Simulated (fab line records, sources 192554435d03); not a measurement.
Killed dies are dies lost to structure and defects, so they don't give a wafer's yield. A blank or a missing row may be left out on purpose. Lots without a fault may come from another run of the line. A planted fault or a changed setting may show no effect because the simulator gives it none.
Problem report in the 8D (eight disciplines) form, filled by code | flow n5_finfet | the parts of the form that need people (team, actions taken, sign-off) are left out

1. THE PROBLEM
trench_depth_nm at N5_STI_FIN_REVEAL_FIN_H_MEAS_10 reads a mean of 48.9 nm on 4 wafers of 3 lots; wafers without a fault read 51.7 nm with a standard deviation of 0.58. That is -4.9 standard deviations from the usual mean.
First seen on wafer L326.2, day 5 07:20, on ocd-01. The record holds 34 wafers of 12 lots with a number at this step. Rule for "out", or "out of limits": more than 4 standard deviations from the usual mean. The other wafers with a number count as sound.

2. WHAT IT IS AND WHAT IT IS NOT
question                    | is                             | is not
which readings at this step | trench_depth_nm                | -
which lots                  | L326, L327, L328               | L315, L316, L317, L318, L319, L320, L330, L335, L337
which wafers of those lots  | L326.2, L327.2, L327.5, L328.2 | L326.6, L328.3, L328.4
read on which gauges        | ocd-01, ocd-02                 | -
when                        | from day 5 07:20               | up to then (19 sound wafers); but 11 sound wafers of L328, L330, L335, L337 came after

3. SUSPECTS, AND WHAT RULES EACH OUT
Counting: a tool at a process step up to the reading stays a suspect if it ran every lot that is out. Sound lots after the first of them don't rule it out here, since some wafers of a struck lot are sound.
- the gauge at N5_STI_FIN_REVEAL_FIN_H_MEAS_10: ruled out. The wafers that are out were read on 2 gauges (ocd-01, ocd-02).
- vapor_etch-02 at N5_STI_FIN_REVEAL_RECESS_09 (chemistry HF/NH3, target SiO2, afs cycles 11, target depth 42.5 nm, sublimation time 60 s): kept. It ran every lot that is out, first L326 (day 5 04:37); its last sound lot up to then is L320 (day 3 19:40).
Left after counting: vapor_etch-02 at N5_STI_FIN_REVEAL_RECESS_09.

4. THE CAUSE (what the simulator had put in)
Process parameter drift: vapor_etch-02, from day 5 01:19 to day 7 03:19, at N5_STI_FIN_REVEAL_RECESS_09. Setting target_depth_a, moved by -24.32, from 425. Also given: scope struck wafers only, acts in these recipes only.
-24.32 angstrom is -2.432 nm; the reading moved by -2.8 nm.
Counting left only this tool.

5. THE CHAIN OF EFFECTS, in route order
Each row: a reading whose mean over the struck wafers that have a number lies more than 3 standard deviations from the usual. Only readings for which the record gives a usual standard deviation are gone through. hours: the time from each lot's start at the first step in this table that gives one to its start at this step, as a median over the lots. sigmas: the change in usual standard deviations.
hours | step                            | reading         | usual   | on struck wafers | change | sigmas
0     | N5_STI_FIN_REVEAL_FIN_H_MEAS_10 | trench_depth_nm | 51.7 nm | 48.9             | -2.8   | -4.9
Later measuring or inspecting steps at which every struck wafer that the step has a row for has a number for every such reading, and none has moved that far: N5_DUMMY_GATE_THK_MEAS_05.

6. WHAT WOULD HAVE CAUGHT IT SOONER
In this record the first reading out of limits at a measuring or inspecting step was taken at day 5 07:20, 6 hours after the fault began at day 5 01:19.
Of the tool readings at N5_STI_FIN_REVEAL_RECESS_09 for which the record gives a usual standard deviation, none was out on any struck wafer, so an alarm limit of 4 standard deviations on them would not have fired.
Of the lots that are out (3), L327, L328 began N5_STI_FIN_REVEAL_RECESS_09 on vapor_etch-02 after day 5 07:20. A hold on the tool at that time would have spared those 2.
